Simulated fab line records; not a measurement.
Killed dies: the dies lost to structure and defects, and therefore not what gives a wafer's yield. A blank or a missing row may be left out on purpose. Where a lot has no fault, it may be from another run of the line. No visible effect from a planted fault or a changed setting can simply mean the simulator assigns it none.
Which of the tools did it? / flow n5 finfet / 11 lots with 32 wafers sampled at 2 steps, on a route of 1938 steps

WHAT THE GAUGES SHOWED, per wafer
N5_BEOL_M15_OVL_MEAS_29.
lot=L532; measured=day 12 15:19; on=overlay-01; M15_OVL (nm)=2 10 8
lot=L535; measured=day 13 14:31; on=overlay-01; M15_OVL (nm)=5 9
lot=L539; measured=day 14 14:49; on=overlay-02; M15_OVL (nm)=0 2 -1
lot=L541; measured=day 15 07:01; on=overlay-02; M15_OVL (nm)=-2 -10 -5
lot=L546; measured=day 16 09:28; on=overlay-01; M15_OVL (nm)=4 6 2
lot=L547; measured=day 17 00:07; on=overlay-01; M15_OVL (nm)=11 6 14
lot=L545; measured=day 17 00:30; on=overlay-01; M15_OVL (nm)=8 1 6
lot=L551; measured=day 17 10:11; on=overlay-02; M15_OVL (nm)=6 2 6
lot=L552; measured=day 18 06:25; on=overlay-02; M15_OVL (nm)=-4 0 -9
lot=L553; measured=day 18 07:28; on=overlay-02; M15_OVL (nm)=4 -2 -1
lot=L555; measured=day 19 12:54; on=overlay-02; M15_OVL (nm)=7 6 4

WHAT TOOL EACH LOT RAN ON (gives the tool, then ch and the chambers of the sampled wafers, and finally the start)
lot=L532; N5_BEOL_M15_STRIP_64=rie diel-05 ch 2,3, day 12 15:19 or earlier
lot=L535; N5_BEOL_M15_STRIP_64=rie diel-02 ch 2,3, day 13 14:31 or earlier
lot=L539; N5_BEOL_M15_STRIP_64=rie diel-05 ch 1,2, day 14 14:49 or earlier
lot=L541; N5_BEOL_M15_STRIP_64=rie diel-06 ch 0,1,3, day 15 07:01 or earlier
lot=L546; N5_BEOL_M15_STRIP_64=rie diel-05 ch 0,2,3, day 16 09:28 or earlier
lot=L547; N5_BEOL_M15_STRIP_64=rie diel-06 ch 0,1,2, day 17 00:07 or earlier
lot=L545; N5_BEOL_M15_STRIP_64=rie diel-06 ch 2,3, day 17 00:30 or earlier
lot=L551; N5_BEOL_M15_STRIP_64=rie diel-02 ch 0,3, day 17 10:11 or earlier
lot=L552; N5_BEOL_M15_STRIP_64=rie diel-02 ch 0,2,3, day 18 06:25 or earlier
lot=L553; N5_BEOL_M15_STRIP_64=rie diel-02 ch 2,3, day 18 07:28 or earlier
lot=L555; N5_BEOL_M15_STRIP_64=rie diel-02 ch 2,3, day 19 12:54 or earlier
- N5_BEOL_M15_STRIP_64: strips in O2.

THE ANSWER, worked out from the rows above alone
Rule: usual is defined by the lots themselves. The widest of any qualifying gaps counts: lots, ordered by their means at a reading, are off when they make up no more than a third of the lots, leave a main group of 4 or more, and stand apart from it by 3 or more times the standard deviation of that group's means. A main group is skipped when, at the precision printed for the reading in the tables above, its means are all equal. A lot without any number at a reading at which 4 lots or more have one is off too. The other lots that the step has rows for count as sound.
No lot is off at any reading shown: from this, nothing can be told.

WHAT WAS PUT IN BY THE SIMULATOR
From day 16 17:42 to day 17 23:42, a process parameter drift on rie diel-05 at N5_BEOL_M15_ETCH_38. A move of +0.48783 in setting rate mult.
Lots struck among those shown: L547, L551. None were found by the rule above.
